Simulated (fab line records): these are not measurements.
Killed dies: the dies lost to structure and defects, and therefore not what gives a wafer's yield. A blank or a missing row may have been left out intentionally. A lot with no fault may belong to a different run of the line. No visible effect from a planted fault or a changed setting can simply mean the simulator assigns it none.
Which tool was responsible?    flow n5-finfet    33 wafers from 11 lots sampled at 5 of the route's 1938 steps

== WHAT THE GAUGES READ, wafer by wafer ==
N5_MIM_TOP_LITHO_CD_MEAS_08: the cd target is 2000 nm.
lot   measured      on         cd-nm (nm)
L476  day 11 19:11  cd-sem-02  1999.9 1998.9 2002.4
L479  day 12 16:39  cd-sem-03  1997.8 1998.7 1998.6
L477  day 12 23:28  cd-sem-03  1998.8 1996.8 1998.1
L480  day 13 10:00  cd-sem-02  1998.7 1999.9 1999.5
L482  day 14 02:53  cd-sem-02  2001.0 1997.8 1999.2
L489  day 16 00:28  cd-sem-02  1993.5 1996.5 1995.3
L490  day 16 03:49  cd-sem-03  1992.4 1994.6 1995.6
L494  day 16 23:36  cd-sem-03  2000.5 1999.2 1999.6
L495  day 17 10:55  cd-sem-03  2002.7 1997.8 1997.4
L496  day 18 12:01  cd-sem-03  1999.0 2000.5 1998.0
L499  day 19 03:35  cd-sem-03  2000.6 1998.3 1999.2

N5_MIM_TOP_LITHO_OVL_MEAS_11.
lot   measured      on          MIM_TOP_OVL (nm)
L476  day 11 19:13  overlay-02  -4 -3 -7
L479  day 12 16:41  overlay-02  11 6 10
L477  day 12 23:30  overlay-02  -1 -1 7
L480  day 13 10:02  overlay-01  3 1 3
L482  day 14 02:55  overlay-02  -2 0 4
L489  day 16 00:29  overlay-02  -2 3 4
L490  day 16 03:50  overlay-01  -12 -5 -8
L494  day 16 23:38  overlay-02  2 6 3
L495  day 17 10:56  overlay-01  -5 -5 -5
L496  day 18 12:02  overlay-02  -9 -8 3
L499  day 19 03:37  overlay-02  -5 3 -1

== EACH LOT AND THE TOOL THAT RAN IT (in order: tool; ch and the chambers of the sampled wafers; start) ==
lot   N5_BEOL_M15_ANNEAL_48             N5_BEOL_M15_CMP_49             N5_MIM_TOP_LITHO_EXPOSE_05
L476  rtp-anneal-02 ch 0, day 11 12:49  cmp-01 ch 0,1,3, day 11 13:08  krf-scanner-01 ch 0, day 11 19:01
L479  rtp-anneal-02 ch 0, day 12 12:07  cmp-04 ch 0,3, day 12 12:26    krf-scanner-02 ch 0, day 12 16:28
L477  rtp-anneal-02 ch 0, day 12 18:14  cmp-03 ch 2,3, day 12 18:31    krf-scanner-01 ch 0, day 12 23:18
L480  rtp-anneal-01 ch 0, day 13 05:43  cmp-03 ch 1,2, day 13 05:58    krf-scanner-01 ch 0, day 13 09:50
L482  rtp-anneal-01 ch 0, day 13 21:14  cmp-01 ch 0,2, day 13 21:32    krf-scanner-01 ch 0, day 14 02:43
L489  rtp-anneal-02 ch 0, day 15 19:07  cmp-03 ch 1,2,3, day 15 19:27  krf-scanner-01 ch 0, day 16 00:17
L490  rtp-anneal-02 ch 0, day 15 22:29  cmp-01 ch 0,2,3, day 15 22:46  krf-scanner-01 ch 0, day 16 03:38
L494  rtp-anneal-02 ch 0, day 16 17:50  cmp-01 ch 0,1,3, day 16 18:09  krf-scanner-02 ch 0, day 16 23:26
L495  rtp-anneal-02 ch 0, day 17 05:47  cmp-01 ch 1,2,3, day 17 06:04  krf-scanner-02 ch 0, day 17 10:44
L496  rtp-anneal-02 ch 0, day 18 08:40  cmp-01 ch 1,2,3, day 18 08:59  krf-scanner-02 ch 0, day 18 11:50
L499  rtp-anneal-01 ch 0, day 18 22:08  cmp-04 ch 0,1, day 18 22:20    krf-scanner-02 ch 0, day 19 03:25
- N5_BEOL_M15_ANNEAL_48: time 90 s.
- N5_BEOL_M15_CMP_49: polishes, stops on SiO2, t overpolish 4.9 s, target thk 850 nm.
- N5_MIM_TOP_LITHO_EXPOSE_05: exposes mask MIM TOP, target cd 2000 nm.

== WHAT THE TOOLS THEMSELVES READ (means of the sampled wafers that have a number; where no wafer has one, the mark that the record gives instead) ==
N5_BEOL_M15_ANNEAL_48.
lot   tool           wafer_temp_C_max
L476  rtp-anneal-02  225.6
L479  rtp-anneal-02  225.6
L477  rtp-anneal-02  225.7
L480  rtp-anneal-01  226.1
L482  rtp-anneal-01  226.4
L489  rtp-anneal-02  225.7
L490  rtp-anneal-02  225.6
L494  rtp-anneal-02  225.8
L495  rtp-anneal-02  225.7
L496  rtp-anneal-02  225.7
L499  rtp-anneal-01  226.3

N5_BEOL_M15_CMP_49.
lot   tool    barrier-field-endpoint-s (s)  motor-current-A (A)  overpolish-run-s (s)
L476  cmp-01  11.24                         8.1                  4.899
L479  cmp-04  11.39                         9.4                  4.903
L477  cmp-03  11.16                         7.0                  4.904
L480  cmp-03  11.52                         8.2                  4.901
L482  cmp-01  11.34                         7.9                  4.894
L489  cmp-03  11.23                         7.8                  4.902
L490  cmp-01  11.29                         8.0                  4.898
L494  cmp-01  11.95                         7.9                  4.901
L495  cmp-01  11.12                         7.9                  4.902
L496  cmp-01  11.29                         7.6                  4.905
L499  cmp-04  11.26                         8.4                  4.901

N5_MIM_TOP_LITHO_EXPOSE_05.
lot   tool            exposure-dose-mJ-cm2
L476  krf-scanner-01  20.478
L479  krf-scanner-02  20.495
L477  krf-scanner-01  20.510
L480  krf-scanner-01  20.466
L482  krf-scanner-01  20.476
L489  krf-scanner-01  20.999
L490  krf-scanner-01  20.904
L494  krf-scanner-02  20.465
L495  krf-scanner-02  20.482
L496  krf-scanner-02  20.472
L499  krf-scanner-02  20.475

== THE ANSWER, worked out from the rows above alone ==
Rule: usual is defined by the lots themselves. Put in order of their means at a reading, lots are off if they are a third of the lots or fewer, leave a main group of 4 or more, and stand apart from it by a gap of 3 or more times the standard deviation of the main group's means; of several such gaps the widest counts. A main group whose means are all the same, to the digits that the tables above print for the reading, isn't used. A lot without any number at a reading at which 4 lots or more have one is off too. Any other lot the step has rows for is counted as sound. Order of review: gauges by route order, followed by the tools' own readings, for which a lot's mean as printed above is used. At the first step where some lot is off, the reading lying furthest off is the one used; lots without a number count as furthest.
Off: L489, L490 (N5_MIM_TOP_LITHO_CD_MEAS_08, cd-nm). For the main group the mean is 1999.2 nm and the standard deviation 0.69.
If a tool, at a process step before that reading, ran all the lots that are off and no sound lot after the first of them, it fits. The gauges at N5_MIM_TOP_LITHO_CD_MEAS_08 aren't tried: what is off there is off at N5_MIM_TOP_LITHO_EXPOSE_05 too, on other tools, and a gauge's error can't cause that. One fits: N5_MIM_TOP_LITHO_EXPOSE_05 on krf-scanner-01. Its last sound lot is L482 (day 14 02:43), its first lot that is off L489 (day 16 00:17): a fault that began between those two fits.
On the lots that are off, the tool's own readings at N5_MIM_TOP_LITHO_EXPOSE_05 differ by more than 5 times the standard deviation of the sound lots' means, which bears it out; exposure-dose-mJ-cm2 reads 20.951 there versus 20.480 on the sound lots.

== WHAT THE SIMULATOR HAD PUT IN ==
Process parameter drift: krf-scanner-01, from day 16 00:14 on, at N5_MIM_TOP_LITHO_EXPOSE_05. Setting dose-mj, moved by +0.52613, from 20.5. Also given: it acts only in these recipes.
Lots struck among those shown: L489, L490. The rule above reached the same finding.
